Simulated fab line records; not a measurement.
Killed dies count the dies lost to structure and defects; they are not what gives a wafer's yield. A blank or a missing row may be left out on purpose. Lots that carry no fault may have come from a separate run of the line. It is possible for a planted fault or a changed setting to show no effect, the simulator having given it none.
fab line records :: flow n5-finfet
[record]
  lots = 4
  wafers = 12
  last-day = 19
route steps=1938 shown BEOL_M4@1028 PASSIVATION@1936
lots that met no fault: from a run of the same line without faults
start-h: the number of hours between the record's first day and the start of the first shown wafer of the lot :: wait-h: how many hours have passed since the lot's step before this one :: " as in the row above :: L1.1+2: a row that stands for several wafers :: - no value, or no start was given :: * or withheld: withheld :: < > ~ a bound
route shown NAME@n: names a module that has steps shown in the file, with the first one's number in the route :: usual: mean/standard deviation of fault-free wafers :: same: alike in all rows :: chamber/n: place in a boat :: sites: the reading at each site :: _std_site: the standard deviation of these :: _edge_site: outer sites' mean less inner sites' :: radius-mm: how far each site lies from the wafer's centre :: mask NAME#n: copy n :: behind: the most recent tool/chamber to have shaped the wafer :: hold: the reason the lot was held/the length of the hold in hours/how it ended :: device: transistor that didn't switch, given as n, p or np :: end of line: tests run on the same wafers once the route is complete :: step lacking rows: just its recipe :: killed: the dies lost at the first sort to structure and to defects; this is not the yield of the wafer :: map: the dies of a wafer, with x for killed, . for not killed, _ for no die there
set.NAME: the setting as run; set.NAME@STEP: as run at that earlier step :: model.NAME: the simulator's own value behind a step, which no gauge read
lots at selected steps of the route; one table per step, one row per wafer
services: when a tool's chamber went out of use (start-h, in hours from the record's first day, below 0 if earlier), for how many hours, and the reason
[[steps]]
[step N5_BEOL_M4_COAT_05]
[recipe]
  resist = CAR-EUV
  spin-rpm = 1500
  resist-thk-nm = 30
[step N5_BEOL_M4_EBR_07]
[recipe]
  solvent = PGMEA
  ebr-width-mm = 1.5
[step N5_BEOL_M4_SOFTBAKE_06]
[recipe]
  temp-c = 110
  time-s = 60
  resist = CAR-EUV
[step N5_BEOL_M4_EXPOSE_08]
[recipe]
  mask-id = M4
  na = 0.33
  source-shape = dipole
  sigma-inner = 0.369
  sigma-outer = 0.767
  polarization = unpolarized
  dose-mj = 41.25
[step N5_BEOL_M4_PEB_09]
[recipe]
  peb-temp-c = 100
  peb-time-s = 60
  resist = CAR-EUV
[step N5_BEOL_M4_DEVELOP_10]
[recipe]
  develop-time-s = 30
  developer = TMAH
  resist = CAR-EUV
  rinse-liquid = surfactant-rinse
  dry = air-spin
  dev-temp-c = 23
[step N5_BEOL_M4_DESCUM_16]
[recipe]
  chemistry = O2
  time-s = 7
  source-power-w = 50
  bias-power-w = 20
  pressure-mtorr = 20
  rf-frequency-hz = 2.712e+07
  temp-c = 40
  resist = CAR-EUV
  o2-flow-sccm = 225
[step N5_BEOL_M4_ETCH_74]
[recipe]
  chemistry = N2/H2
  target = underlayer
  target-depth-a = 65
  mask-material = CAR-EUV
  time-s = 5.2
  ion-energy-ev = 200
  pressure-mtorr = 30
  source-w = 840
  bias-w = 150
  n2-flow-sccm = 200
  h2-flow-sccm = 200
  ends = cleared
[step N5_BEOL_M4_ETCH_63]
[recipe]
  chemistry = CF4
  target = SiARC
  target-depth-a = 156
  mask-material = CAR-EUV
  time-s = 26
  ion-energy-ev = 80
  pressure-mtorr = 40
  source-w = 545
  bias-w = 36
  Ar_flow_sccm = 100
  cf4-flow-sccm = 100
  ends = cleared
[step N5_BEOL_M4_ETCH_64]
[recipe]
  chemistry = N2/H2
  target = SOC
  target-depth-a = 750
  overetch-a = 225
  mask-material = SiARC
  temp-c = 40
  time-s = 121.9
  ion-energy-ev = 200
  pressure-mtorr = 30
  source-w = 840
  bias-w = 150
  n2-flow-sccm = 200
  h2-flow-sccm = 200
[usual]
  drypump-motor-current-A = 5.9/0.5
  oes-product-au = 0.60/0.069
  rf-vpp-V = 523.6/2.9
  showerhead-plenum-p-Torr = 2.53/0.1
  temp-c = 40.01/0.11
  throttle-valve-pct = 17.8/0.35
lot.wafer: L374.2
tool: rie-diel-01
chamber: 0
start-h: 244.83
wait-h: 0.0
drypump-motor-current-A: 6.4
oes-product-au: 0.54
rf-hours-counter-h: 214
rf-vpp-V: 525.1
showerhead-plenum-p-Torr: 2.61
temp-c: 39.92
throttle-valve-pct: 18.1

lot.wafer: L374.3
tool: rie-diel-01
chamber: 3
start-h: 244.83
wait-h: 0.0
drypump-motor-current-A: 5.9
oes-product-au: 0.66
rf-hours-counter-h: 58
rf-vpp-V: 521.4
showerhead-plenum-p-Torr: 2.45
temp-c: 40.02
throttle-valve-pct: 17.2

lot.wafer: L374.5
tool: rie-diel-01
chamber: 3
start-h: 244.83
wait-h: 0.0
drypump-motor-current-A: 5.9
oes-product-au: 0.66
rf-hours-counter-h: -
rf-vpp-V: 522.0
showerhead-plenum-p-Torr: 2.45
temp-c: 40.06
throttle-valve-pct: 17.2

lot.wafer: L376.2
tool: rie-diel-01
chamber: 1
start-h: 266.37
wait-h: 0.0
drypump-motor-current-A: 5.7
oes-product-au: 0.64
rf-hours-counter-h: 56
rf-vpp-V: 522.0
showerhead-plenum-p-Torr: 2.48
temp-c: 40.04
throttle-valve-pct: 17.8

lot.wafer: L376.3
tool: rie-diel-01
chamber: 0
start-h: 266.37
wait-h: 0.0
drypump-motor-current-A: 6.5
oes-product-au: 0.53
rf-hours-counter-h: 224
rf-vpp-V: 524.0
showerhead-plenum-p-Torr: 2.60
temp-c: 39.94
throttle-valve-pct: 18.1

lot.wafer: L376.4
tool: rie-diel-01
chamber: 1
start-h: 266.37
wait-h: 0.0
drypump-motor-current-A: 5.7
oes-product-au: 0.65
rf-hours-counter-h: -
rf-vpp-V: 522.7
showerhead-plenum-p-Torr: 2.48
temp-c: 40.28
throttle-valve-pct: 17.8

lot.wafer: L378.2
tool: rie-diel-04
chamber: 1
start-h: 295.43
wait-h: 0.0
drypump-motor-current-A: 6.4
oes-product-au: 0.64
rf-hours-counter-h: 52
rf-vpp-V: 525.7
showerhead-plenum-p-Torr: 2.59
temp-c: 39.91
throttle-valve-pct: 17.6

lot.wafer: L378.4
tool: rie-diel-04
chamber: 0
start-h: 295.43
wait-h: 0.0
drypump-motor-current-A: 6.0
oes-product-au: 0.55
rf-hours-counter-h: 181
rf-vpp-V: 524.0
showerhead-plenum-p-Torr: 2.53
temp-c: 40.01
throttle-valve-pct: 18.3

lot.wafer: L378.5
tool: rie-diel-04
chamber: 0
start-h: 295.43
wait-h: 0.0
drypump-motor-current-A: 6.0
oes-product-au: 0.55
rf-hours-counter-h: -
rf-vpp-V: 523.5
showerhead-plenum-p-Torr: 2.53
temp-c: 40.01
throttle-valve-pct: 18.3

lot.wafer: L385.1
tool: rie-diel-04
chamber: 1
start-h: 313.22
wait-h: 0.0
drypump-motor-current-A: 6.4
oes-product-au: 0.63
rf-hours-counter-h: 60
rf-vpp-V: 524.6
showerhead-plenum-p-Torr: 2.59
temp-c: 40.20
throttle-valve-pct: 17.6

lot.wafer: L385.3
tool: rie-diel-04
chamber: 2
start-h: 313.22
wait-h: 0.0
drypump-motor-current-A: 5.6
oes-product-au: 0.52
rf-hours-counter-h: 237
rf-vpp-V: 519.9
showerhead-plenum-p-Torr: 2.40
temp-c: 39.93
throttle-valve-pct: 18.1

lot.wafer: L385.4
tool: rie-diel-04
chamber: 3
start-h: 313.22
wait-h: 0.0
drypump-motor-current-A: 5.2
oes-product-au: 0.67
rf-hours-counter-h: 25
rf-vpp-V: 529.6
showerhead-plenum-p-Torr: 2.69
temp-c: 40.16
throttle-valve-pct: 17.3
[step N5_BEOL_M4_STRIP_65]
[recipe]
  chemistry = N2/H2
  temp-c = 40
  n2-flow-sccm = 200
  h2-flow-sccm = 200
  rf-frequency-hz = 6e+07
[step N5_BEOL_M4_STRIP_75]
[recipe]
  chemistry = N2/H2
  temp-c = 40
  n2-flow-sccm = 200
  h2-flow-sccm = 200
  rf-frequency-hz = 6e+07
[step N5_BEOL_M4_STRIP_66]
[recipe]
  chemistry = CF4
  resist = SiARC
  power-w = 300
  bias-power-w = 75
  pressure-mtorr = 50
  cf4-flow-sccm = 150
  rf-frequency-hz = 6e+07
[step N5_BEOL_M4_HM_OPEN_17]
[recipe]
  chemistry = Cl2/BCl3
  target-depth-a = 200
  overetch-a = 60
  target = TiN
  mask-material = SOC
  ion-energy-ev = 150
  pressure-mtorr = 10
  icp-w = 1000
  bias-w = 126
  Cl2_flow_sccm = 53.25
  bcl3-flow-sccm = 21.75
  Ar_flow_sccm = 25
[step N5_BEOL_M4_STRIP_19]
[recipe]
  chemistry = O2
  power-w = 400
  temp-c = 40
  pressure-mtorr = 30
  rf-frequency-hz = 6e+07
  bias-power-w = 0
  overash-fraction = 0.2
  o2-flow-sccm = 225
[step N5_BEOL_M4_COAT_67]
[recipe]
  resist = SOC
  temp-c = 250
  time-s = 60
  spin-rpm = 1500
  resist-thk-nm = 60
[step N5_BEOL_M4_COAT_68]
[recipe]
  resist = SiARC
  temp-c = 220
  time-s = 60
  spin-rpm = 1500
  resist-thk-nm = 12
[step N5_BEOL_M4_COAT_76]
[recipe]
  resist = underlayer
  temp-c = 205
  time-s = 60
  spin-rpm = 1500
  resist-thk-nm = 5
[step N5_BEOL_M4_COAT_22]
[recipe]
  resist = CAR-EUV
  spin-rpm = 1500
  resist-thk-nm = 30
[step N5_BEOL_M4_EBR_24]
[recipe]
  solvent = PGMEA
  ebr-width-mm = 1.5
[step N5_BEOL_M4_SOFTBAKE_23]
[recipe]
  temp-c = 110
  time-s = 60
  resist = CAR-EUV
[step N5_BEOL_M4_EXPOSE_25]
[recipe]
  mask-id = V3
  na = 0.33
  source-shape = quasar
  sigma-inner = 0.2
  sigma-outer = 0.8
  polarization = unpolarized
  defocus-nm = 5
  dose-mj = 63
[step N5_BEOL_M4_PEB_26]
[recipe]
  peb-temp-c = 100
  peb-time-s = 60
  resist = CAR-EUV
[step N5_BEOL_M4_DEVELOP_27]
[recipe]
  develop-time-s = 30
  developer = TMAH
  resist = CAR-EUV
  rinse-liquid = surfactant-rinse
  dry = air-spin
  dev-temp-c = 23
[step N5_BEOL_M4_INSPECT_30]
[recipe]
  mode = adi
  inspect-instrument = brightfield
[usual]
  raw-defect-count = 412/100
lot.wafer: L374.2
tool: defect-inspect-01
chamber: -
start-h: 245.99
wait-h: 0.0
raw-defect-count: 1607

lot.wafer: L374.3
tool: defect-inspect-01
chamber: -
start-h: 245.99
wait-h: 0.0
raw-defect-count: 1601

lot.wafer: L374.5
tool: defect-inspect-01
chamber: -
start-h: 245.99
wait-h: 0.0
raw-defect-count: 1559

lot.wafer: L376.2
tool: defect-inspect-01
chamber: -
start-h: 267.37
wait-h: 0.0
raw-defect-count: 1582

lot.wafer: L376.3
tool: defect-inspect-01
chamber: -
start-h: 267.37
wait-h: 0.0
raw-defect-count: 1531

lot.wafer: L376.4
tool: defect-inspect-01
chamber: -
start-h: 267.37
wait-h: 0.0
raw-defect-count: 1633

lot.wafer: L378.2
tool: defect-inspect-01
chamber: -
start-h: 296.33
wait-h: 0.0
raw-defect-count: 676

lot.wafer: L378.4
tool: defect-inspect-01
chamber: -
start-h: 296.33
wait-h: 0.0
raw-defect-count: 361

lot.wafer: L378.5
tool: defect-inspect-01
chamber: -
start-h: 296.33
wait-h: 0.0
raw-defect-count: 334

lot.wafer: L385.1
tool: defect-inspect-01
chamber: -
start-h: 314.19
wait-h: 0.1
raw-defect-count: 344

lot.wafer: L385.3
tool: defect-inspect-01
chamber: -
start-h: 314.19
wait-h: 0.1
raw-defect-count: 367

lot.wafer: L385.4
tool: defect-inspect-01
chamber: -
start-h: 314.19
wait-h: 0.1
raw-defect-count: 369
[step N5_BEOL_M4_DESCUM_33]
[recipe]
  chemistry = O2
  time-s = 7
  source-power-w = 50
  bias-power-w = 20
  pressure-mtorr = 20
  rf-frequency-hz = 2.712e+07
  temp-c = 40
  resist = CAR-EUV
  o2-flow-sccm = 225
[step N5_BEOL_M4_RC_MEAS_101]
[usual]
  DIBL_N = 35.8/1.7
  DIBL_P = 35.3/2
  IOFF_N = 0.150/0.026
  IOFF_P = 0.194/0.029
  ION_N = 667/11
  ION_P = 456/7.1
  SS_N = 71.4/0.65
  SS_P = 73.1/0.64
  VT_N = 251/3
  VT_P = -252/3.2
lot.wafer: L374.2
tool: prober-02
chamber: 0
start-h: 276.97
wait-h: 0.2
DIBL_N[mV/V]: 33.1
DIBL_P[mV/V]: 31.7
IOFF_N[nA/um]: 0.117
IOFF_P[nA/um]: 0.160
ION_N[uA/um]: 661
ION_P[uA/um]: 457
SS_N[mV/dec]: 70.1
SS_P[mV/dec]: 72.4
VT_N[mV]: 251
VT_P[mV]: -254

lot.wafer: L374.3
tool: prober-02
chamber: 0
start-h: 276.97
wait-h: 0.2
DIBL_N[mV/V]: 34.5
DIBL_P[mV/V]: 31.8
IOFF_N[nA/um]: 0.126
IOFF_P[nA/um]: 0.158
ION_N[uA/um]: 680
ION_P[uA/um]: 459
SS_N[mV/dec]: 70.9
SS_P[mV/dec]: 73.3
VT_N[mV]: 252
VT_P[mV]: -255

lot.wafer: L374.5
tool: prober-02
chamber: 0
start-h: 276.97
wait-h: 0.2
DIBL_N[mV/V]: 38.0
DIBL_P[mV/V]: 37.0
IOFF_N[nA/um]: 0.185
IOFF_P[nA/um]: 0.239
ION_N[uA/um]: 683
ION_P[uA/um]: 463
SS_N[mV/dec]: 71.2
SS_P[mV/dec]: 73.1
VT_N[mV]: 248
VT_P[mV]: -248

lot.wafer: L376.2
tool: prober-02
chamber: 0
start-h: 307.86
wait-h: 0.5
DIBL_N[mV/V]: 32.2
DIBL_P[mV/V]: 31.2
IOFF_N[nA/um]: 0.094
IOFF_P[nA/um]: 0.144
ION_N[uA/um]: 642
ION_P[uA/um]: 448
SS_N[mV/dec]: 69.7
SS_P[mV/dec]: 73.1
VT_N[mV]: 258
VT_P[mV]: -255

lot.wafer: L376.3
tool: prober-02
chamber: 0
start-h: 307.86
wait-h: 0.5
DIBL_N[mV/V]: 35.7
DIBL_P[mV/V]: 34.7
IOFF_N[nA/um]: 0.144
IOFF_P[nA/um]: 0.189
ION_N[uA/um]: 657
ION_P[uA/um]: 452
SS_N[mV/dec]: 71.3
SS_P[mV/dec]: 74.0
VT_N[mV]: 254
VT_P[mV]: -253

lot.wafer: L376.4
tool: prober-02
chamber: 0
start-h: 307.86
wait-h: 0.5
DIBL_N[mV/V]: 35.0
DIBL_P[mV/V]: 34.3
IOFF_N[nA/um]: 0.144
IOFF_P[nA/um]: 0.187
ION_N[uA/um]: 670
ION_P[uA/um]: 459
SS_N[mV/dec]: 71.2
SS_P[mV/dec]: 73.2
VT_N[mV]: 251
VT_P[mV]: -253

lot.wafer: L378.2
tool: prober-01
chamber: 0
start-h: 317.83
wait-h: 0.2
DIBL_N[mV/V]: 37.3
DIBL_P[mV/V]: 35.9
IOFF_N[nA/um]: 0.184
IOFF_P[nA/um]: 0.223
ION_N[uA/um]: 687
ION_P[uA/um]: 468
SS_N[mV/dec]: 71.8
SS_P[mV/dec]: 73.1
VT_N[mV]: 247
VT_P[mV]: -251

lot.wafer: L378.4
tool: prober-01
chamber: 0
start-h: 317.83
wait-h: 0.2
DIBL_N[mV/V]: 38.2
DIBL_P[mV/V]: 34.3
IOFF_N[nA/um]: 0.182
IOFF_P[nA/um]: 0.198
ION_N[uA/um]: 672
ION_P[uA/um]: 448
SS_N[mV/dec]: 72.7
SS_P[mV/dec]: 73.5
VT_N[mV]: 250
VT_P[mV]: -253

lot.wafer: L378.5
tool: prober-01
chamber: 0
start-h: 317.83
wait-h: 0.2
DIBL_N[mV/V]: 39.5
DIBL_P[mV/V]: 36.2
IOFF_N[nA/um]: 0.226
IOFF_P[nA/um]: 0.231
ION_N[uA/um]: 674
ION_P[uA/um]: 453
SS_N[mV/dec]: 72.9
SS_P[mV/dec]: 73.8
VT_N[mV]: 246
VT_P[mV]: -248

lot.wafer: L385.1
tool: prober-01
chamber: 0
start-h: 344.16
wait-h: 0.0
DIBL_N[mV/V]: 36.8
DIBL_P[mV/V]: 37.6
IOFF_N[nA/um]: 0.154
IOFF_P[nA/um]: 0.215
ION_N[uA/um]: 668
ION_P[uA/um]: 459
SS_N[mV/dec]: 71.5
SS_P[mV/dec]: 73.2
VT_N[mV]: 251
VT_P[mV]: -251

lot.wafer: L385.3
tool: prober-01
chamber: 0
start-h: 344.16
wait-h: 0.0
DIBL_N[mV/V]: 36.1
DIBL_P[mV/V]: 36.8
IOFF_N[nA/um]: 0.144
IOFF_P[nA/um]: 0.207
ION_N[uA/um]: 670
ION_P[uA/um]: 464
SS_N[mV/dec]: 71.6
SS_P[mV/dec]: 73.1
VT_N[mV]: 250
VT_P[mV]: -251

lot.wafer: L385.4
tool: prober-01
chamber: 0
start-h: 344.16
wait-h: 0.0
DIBL_N[mV/V]: 37.6
DIBL_P[mV/V]: 37.2
IOFF_N[nA/um]: 0.186
IOFF_P[nA/um]: 0.212
ION_N[uA/um]: 668
ION_P[uA/um]: 453
SS_N[mV/dec]: 72.7
SS_P[mV/dec]: 73.5
VT_N[mV]: 248
VT_P[mV]: -252
[step N5_PASSIVATION_PROBE_49]
[usual]
  defect-limited-yield = 91.5/1.4
  killed_at_M0_to_M3 = 34/11
  killed_at_M4_up = 15/6
  killed-at-contacts = 11/5.9
  killed-at-front-end = 37/11
  killed-at-other = 3.6/2.9
  killed-dies = 101/17
  killed-on-rim = 13/4
  killed-open = 66/12
  killed-short = 33/7.8
  sort_bin_5_function = 5.0/0.97
  sort_bin_6_memory = 3.2/0.65
  sort_bin_8_speed = 0.02/0.2
  sort-n-pass = 1079/17
  sort-yield-pct = 91.4/1.4
[same]
  gross-dies = 1180
  killed-at-back-side = 0
  sort_bin_4_leakage[%] = 0
lot.wafer: L374.2
tool: prober-01
chamber: -
start-h: 375.92
wait-h: 0.1
defect-limited-yield[%]: 86.2
killed_at_M0_to_M3: 32
killed_at_M4_up: 91
killed-at-contacts: 3
killed-at-front-end: 32
killed-at-other: 5
killed-dies: 163
killed-on-rim: 20
killed-open: 57
killed-short: 22
sort_bin_5_function[%]: 8.3
sort_bin_6_memory[%]: 2.6
sort_bin_8_speed[%]: 0
sort-n-pass: 1017
sort-yield-pct[%]: 86.2

lot.wafer: L374.3
tool: prober-01
chamber: -
start-h: 375.97
wait-h: 0.1
defect-limited-yield[%]: 79.3
killed_at_M0_to_M3: 26
killed_at_M4_up: 153
killed-at-contacts: 5
killed-at-front-end: 58
killed-at-other: 2
killed-dies: 244
killed-on-rim: 22
killed-open: 62
killed-short: 36
sort_bin_5_function[%]: 11.5
sort_bin_6_memory[%]: 5.4
sort_bin_8_speed[%]: 0
sort-n-pass: 936
sort-yield-pct[%]: 79.3

lot.wafer: L374.5
tool: prober-01
chamber: -
start-h: 376.07
wait-h: 0.2
defect-limited-yield[%]: 81.5
killed_at_M0_to_M3: 18
killed_at_M4_up: 156
killed-at-contacts: 8
killed-at-front-end: 33
killed-at-other: 3
killed-dies: 218
killed-on-rim: 21
killed-open: 45
killed-short: 23
sort_bin_5_function[%]: 11.4
sort_bin_6_memory[%]: 3.6
sort_bin_8_speed[%]: 0
sort-n-pass: 962
sort-yield-pct[%]: 81.5

lot.wafer: L376.2
tool: prober-01
chamber: -
start-h: 414.88
wait-h: 0.1
defect-limited-yield[%]: 82.7
killed_at_M0_to_M3: 34
killed_at_M4_up: 118
killed-at-contacts: 8
killed-at-front-end: 32
killed-at-other: 12
killed-dies: 204
killed-on-rim: 31
killed-open: 68
killed-short: 32
sort_bin_5_function[%]: 10.3
sort_bin_6_memory[%]: 4.0
sort_bin_8_speed[%]: 0.08
sort-n-pass: 975
sort-yield-pct[%]: 82.6

lot.wafer: L376.3
tool: prober-01
chamber: -
start-h: 414.93
wait-h: 0.1
defect-limited-yield[%]: 85.6
killed_at_M0_to_M3: 48
killed_at_M4_up: 89
killed-at-contacts: 11
killed-at-front-end: 21
killed-at-other: 1
killed-dies: 170
killed-on-rim: 28
killed-open: 68
killed-short: 26
sort_bin_5_function[%]: 8.9
sort_bin_6_memory[%]: 3.1
sort_bin_8_speed[%]: 0
sort-n-pass: 1010
sort-yield-pct[%]: 85.6

lot.wafer: L376.4
tool: prober-01
chamber: -
start-h: 414.98
wait-h: 0.2
defect-limited-yield[%]: 85.9
killed_at_M0_to_M3: 37
killed_at_M4_up: 101
killed-at-contacts: 7
killed-at-front-end: 19
killed-at-other: 2
killed-dies: 166
killed-on-rim: 31
killed-open: 48
killed-short: 25
sort_bin_5_function[%]: 8.7
sort_bin_6_memory[%]: 2.8
sort_bin_8_speed[%]: 0
sort-n-pass: 1014
sort-yield-pct[%]: 85.9

lot.wafer: L385.1
tool: prober-01
chamber: -
start-h: 451.48
wait-h: 0.0
defect-limited-yield[%]: 93.6
killed_at_M0_to_M3: 21
killed_at_M4_up: 14
killed-at-contacts: 3
killed-at-front-end: 35
killed-at-other: 2
killed-dies: 75
killed-on-rim: 8
killed-open: 59
killed-short: 16
sort_bin_5_function[%]: 3.5
sort_bin_6_memory[%]: 2.8
sort_bin_8_speed[%]: 0
sort-n-pass: 1105
sort-yield-pct[%]: 93.6

lot.wafer: L385.3
tool: prober-01
chamber: -
start-h: 451.58
wait-h: 0.1
defect-limited-yield[%]: 91.9
killed_at_M0_to_M3: 35
killed_at_M4_up: 13
killed-at-contacts: 9
killed-at-front-end: 33
killed-at-other: 5
killed-dies: 95
killed-on-rim: 10
killed-open: 59
killed-short: 32
sort_bin_5_function[%]: 4.4
sort_bin_6_memory[%]: 3.4
sort_bin_8_speed[%]: 0
sort-n-pass: 1085
sort-yield-pct[%]: 91.9

lot.wafer: L385.4
tool: prober-01
chamber: -
start-h: 451.63
wait-h: 0.2
defect-limited-yield[%]: 93.2
killed_at_M0_to_M3: 18
killed_at_M4_up: 13
killed-at-contacts: 10
killed-at-front-end: 36
killed-at-other: 3
killed-dies: 80
killed-on-rim: 10
killed-open: 48
killed-short: 32
sort_bin_5_function[%]: 4.4
sort_bin_6_memory[%]: 2.2
sort_bin_8_speed[%]: 0
sort-n-pass: 1100
sort-yield-pct[%]: 93.2
// killed by level:class
L374.2 BEOL_M4:unspecified=84 BEOL_M2:geometric-particle:open=8 FIN_SAQP:geometric-particle:open=7 STI_FIN_REVEAL:geometric-particle:open=6 DUMMY_GATE:geometric-particle:open=6 BEOL_M0_SAQP:geometric-particle:short=6 BEOL_M1:geometric-particle:open=6 BEOL_M3:geometric-particle:open=6
L374.3 BEOL_M4:unspecified=146 STI_FIN_REVEAL:geometric-particle:open=21 BEOL_M1:geometric-particle:open=8 FIN_SAQP:geometric-particle:open=7 BEOL_M3:geometric-particle:open=6 FIN_SAQP:geometric-particle:short=5 STI_FIN_REVEAL:geometric-particle:short=5 DUMMY_GATE:geometric-particle:open=5
L374.5 BEOL_M4:unspecified=148 STI_FIN_REVEAL:geometric-particle:open=9 BEOL_M1:geometric-particle:open=7 MOL_CONTACT_COAG:geometric-particle:open=6 FIN_SAQP:geometric-particle:short=4 DUMMY_GATE:geometric-particle:open=4 DUMMY_GATE:geometric-particle:short=4 GATE_CUT:geometric-particle:short=4
L376.2 BEOL_M4:unspecified=103 BEOL_M2:geometric-particle:open=8 BEOL_M4:geometric-particle:open=8 FIN_SAQP:geometric-particle:open=7 MOL_CONTACT_COAG:geometric-particle:open=7 STI_FIN_REVEAL:geometric-particle:open=6 BEOL_M0_SAQP:geometric-particle:open=6 BEOL_M0_SAQP:geometric-particle:short=6
L376.3 BEOL_M4:unspecified=76 BEOL_M0_SAQP:geometric-particle:open=15 BEOL_M3:geometric-particle:open=12 MOL_CONTACT_COAG:geometric-particle:open=11 BEOL_M4:geometric-particle:open=9 STI_FIN_REVEAL:geometric-particle:open=6 BEOL_M0_SAQP:geometric-particle:short=6 STARTING-WAFER:geometric-particle:short=6
L376.4 BEOL_M4:unspecified=93 BEOL_M0_SAQP:geometric-particle:open=8 BEOL_M0_SAQP:geometric-particle:short=8 BEOL_M1:geometric-particle:open=8 BEOL_M3:geometric-particle:open=6 DUMMY_GATE:geometric-particle:open=5 MOL_CONTACT_COAG:geometric-particle:open=5 FIN_SAQP:geometric-particle:short=4
L385.1 STI_FIN_REVEAL:geometric-particle:open=14 BEOL_M2:geometric-particle:open=6 BEOL_M1:geometric-particle:open=5 BEOL_M4:geometric-particle:open=5 DUMMY_GATE:geometric-particle:open=4 BEOL_M0_SAQP:geometric-particle:short=4 STARTING-WAFER:geometric-particle:open=4 STI_FIN_REVEAL:geometric-particle:short=3
L385.3 BEOL_M3:geometric-particle:open=8 BEOL_M4:geometric-particle:open=8 STI_FIN_REVEAL:geometric-particle:open=7 BEOL_M0_SAQP:geometric-particle:open=7 STARTING-WAFER:geometric-particle:short=6 BEOL_M0_SAQP:geometric-particle:short=6 BEOL_M2:geometric-particle:open=6 MOL_CONTACT_COAG:geometric-particle:open=5
L385.4 FIN_SAQP:geometric-particle:short=9 DUMMY_GATE:geometric-particle:open=7 MOL_CONTACT_COAG:geometric-particle:open=7 BEOL_M0_SAQP:geometric-particle:short=6 FIN_SAQP:geometric-particle:open=5 STI_FIN_REVEAL:geometric-particle:open=5 BEOL_M0_SAQP:geometric-particle:open=5 BEOL_M4:geometric-particle:open=5
// map L374.3 (x killed, . not)
_________________......x.....________________
______________........x........._____________
___________...xx.....x.............__________
__________xxxxxxx...x..............._________
________.xxxxxxxxxxx.x......x........._______
_______xxxxxxxxxxxx.x...xx........x....______
______x.xxxxxxxxxxxxx.........x.....x..._____
_____x.xxxxxxxxxxxxx..x..................____
____xxxxxxxxxxxxxxxxx.x..x..........x.....___
___..xxxxxxxxxxxxxxx..x.....x..............__
___.x..xxxxxxxxxxxxxxx...................x.__
__.x.xxxxxxxxxxxxxx..xx.............x......._
__....x.xxxxxxxxxxxx........x..x.x..x.....xx_
_......xx..xxxxx.xx.x...............x.x.....x
_.........xxxxx..............................
_..................x.....x.............x...x.
_....x.........x...............x.............
_......xx.......x...x............x...........
_.........x........x........................x
_.x.....................x.....x........x.....
_.....x.....x.....x.....x....x.....x.x....x.x
__...................x.x...............x...x_
__.....x.........x.....x...................._
___.............x..........x...............__
___....x..............x................x...__
____........x..x..x.x.....................___
_____.................x.......x..........____
______.x................................_____
_______...x.x..x.......................______
________x.......x....................._______
__________..........x.........x..x.._________
___________....x....x...x..........__________
______________.......x...x..x..._____________
_________________.......x....________________
// map L376.2 (x killed, . not)
_________________....x.......________________
______________.x.....xx......x.._____________
___________............x..xx.......__________
__________.....x..........x......x.._________
________...x........xx.............x.._______
_______................................______
______........x........................._____
_____..........x.........................____
____........x.x......x.....x.....x........___
___.x...........................x.....x....__
___..........................x....x........__
__....x......x.............................._
__.............x.x...................xx...x._
_............x..................x....x.......
_.................x........xx..x.............
_......x.x.......................x.....xx....
_..x........x...xx...........................
_.........xx.................x...............
_......xx.........................x.x...x...x
_.....................................xxxx...
_.................................x..x...x...
__..........x...xx.......x.....xx.x.xxxxx.xx_
__x...........x...x...x............xxxxxx.xx_
___...........x......x.x.x....xxxxxxxxxxxxx__
___.............x...x..xx.....xxxxxxxxxxxxx__
____........................x.x.xxxxxxxxxx___
_____................x.x....xxxxxxxxxxxxx____
______..x...x....x.......x..x.xxxxxxxxxx_____
_______....x.x...........x....x.xxxxxxx______
________....x.x...............x.xxxxxx_______
__________x............x....xx.x.xxx_________
___________.....x......x........xx.__________
______________......x.....x....._____________
_________________.x.........x________________
[[services]]
tool: rie-diel-01
chamber: 0
start-h: 236.26
hours: 2.0
kind: repair

tool: rie-diel-01
chamber: 1
start-h: 242.72
hours: 9.3
kind: repair

tool: rie-diel-04
chamber: 2
start-h: 296.24
hours: 7.2
kind: repair
[[key]]
[first-sign]
  step = N5_BEOL_M4_INSPECT_30
  reading = raw-defect-count
  direction = up
  sigmas = 12
  usual = 412
  struck = 1586
[effect]
  step = N5_PASSIVATION_PROBE_49
  reading = killed_at_M4_up
  direction = up
  sigmas = 17
  usual = 15
  struck = 118
[more-kills-born-at]
  N5_BEOL_M4_ETCH_64@rie-diel-01 = 650
met-at N5_BEOL_M4_ETCH_64
struck-wafers L374.2,L374.3,L374.5,L376.2,L376.3,L376.4
[fault]
  kind = chamber-particle-source
  tool = rie-diel-01
  chamber = -
  onset-h = 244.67
  steps = N5_BEOL_M4_ETCH_64
  rate-per-visit-cm2 = 1.9301
  end-h = 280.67
